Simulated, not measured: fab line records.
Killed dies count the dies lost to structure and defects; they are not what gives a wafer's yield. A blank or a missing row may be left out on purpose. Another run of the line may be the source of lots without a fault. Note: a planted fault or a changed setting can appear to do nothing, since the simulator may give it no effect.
Split-lot study	flow n5_finfet	21 wafers read from 7 lots, route of 1938 steps

== THE SPLIT ==
At N5_MIM_BOT_SPUTTER_00 (material TiN, target thk 35 nm, time 89.7 s), the setting power_w was moved away from the recipe's 3000 W on 9 of the 21 wafers read, by -14.7% to +16.5%. The other wafers ran this setting at the recipe's value.

The reading is taken at the split's own step.

== THE READING ==
TiN_of_MIM_BOT_SPUTTER_00.thk_nm (the simulator's own value, which no gauge read), in nm, at N5_MIM_BOT_SPUTTER_00 (material TiN, target thk 35 nm, time 89.7 s). There is no usual value for it anywhere in the file. Average 35.0 nm, standard deviation 0.52 nm, over the 12 wafers here run with the recipe.

wafer	tool, chamber at the split	power_w as run, W	against the recipe	TiN_of_MIM_BOT_SPUTTER_00.thk_nm, nm	against lot-mates on the recipe
L074.3	pvd_sputter-01, -	2804	-6.5%	33.6	-1.0
L074.5	pvd_sputter-01, -	2804	-6.5%	33.4	-1.2
L074.6	pvd_sputter-01, -	3000	recipe	34.6	-
L077.1	pvd_sputter-02, -	3000	recipe	35.2	-
L077.2	pvd_sputter-02, -	2560	-14.7%	30.4	-4.8
L077.3	pvd_sputter-02, -	2560	-14.7%	30.2	-5.0
L078.1	pvd_sputter-02, -	3000	recipe	35.8	-
L078.4	pvd_sputter-02, -	3000	recipe	35.4	-
L078.5	pvd_sputter-02, -	2715	-9.5%	32.2	-3.4
L082.1	pvd_sputter-02, -	3000	recipe	35.2	-
L082.2	pvd_sputter-02, -	3000	recipe	35.2	-
L082.6	pvd_sputter-02, -	3000	recipe	35.4	-
L084.2	pvd_sputter-01, -	3000	recipe	34.8	-
L084.4	pvd_sputter-01, -	3000	recipe	35.4	-
L084.5	pvd_sputter-01, -	3000	recipe	35.2	-
L093.1	pvd_sputter-02, -	2636	-12.1%	31.2	-3.2
L093.4	pvd_sputter-02, -	3000	recipe	34.4	-
L093.6	pvd_sputter-02, -	2636	-12.1%	31.4	-3.0
L094.2	pvd_sputter-01, -	3496	+16.5%	39.6	+5.8
L094.5	pvd_sputter-01, -	3496	+16.5%	39.6	+5.8
L094.4	pvd_sputter-01, -	3000	recipe	33.8	-

THE FIT
A straight line over all 21 wafers: TiN_of_MIM_BOT_SPUTTER_00.thk_nm changes by +0.294 nm for each +1% of power_w; r = +0.98; the points scatter about the line by 0.47 nm.
The same after taking each lot's own level away (the mean of its wafers on the recipe; 21 wafers): +0.322 nm for each +1%; r = +0.99; scatter 0.43 nm.
On that fit, the largest move of power_w shifts the reading by 5.3 nm.
The span of the lots' own levels, 33.80 to 35.60 nm, comes to 3.4 times the standard deviation stated above.
The two slopes agree, so the slope changes little with the lot-to-lot level.
Check: for one of the wafers moved furthest among these (+16.5%), held out of the fit, the line's prediction against its lot-mates is +5.37 nm. Against them it came out at +5.8 nm.

== ADDITIONAL SPLITS CARRIED BY THESE WAFERS ==
Note: prior to the reading, these wafers also went through further splits. Each is held against what the fit with the lots' levels taken away leaves over:
other split on the same wafers	wafers away from the commonest value	r with TiN_of_MIM_BOT_SPUTTER_00.thk_nm (lot level and that fit taken away)
N5_BEOL_M7_DESCUM_33 time_s	6	+0.50
N5_BEOL_M7_TRENCH_ETCH_37 source_w	5	+0.40
N5_BEOL_M9_TRENCH_ETCH_37 bias_w	9	+0.14
N5_BEOL_M10_TRENCH_ETCH_37 bias_w	7	-0.08
N5_BEOL_M10_ETCH_41 source_w	7	+0.43
N5_BEOL_M11_ETCH_62 bias_w	11	-0.10
N5_BEOL_M11_COAT_22 spin_rpm	11	+0.37
N5_BEOL_M12_SPUTTER_43 time_s	7	+0.24
N5_BEOL_M13_ETCH_68 time_s	7	-0.12
N5_BEOL_M13_SPUTTER_44 power_w	5	-0.10

== FILE'S OWN FIT ==
TiN_of_MIM_BOT_SPUTTER_00.thk_nm changes by +0.319 nm for each +1% of power_w, r = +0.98.
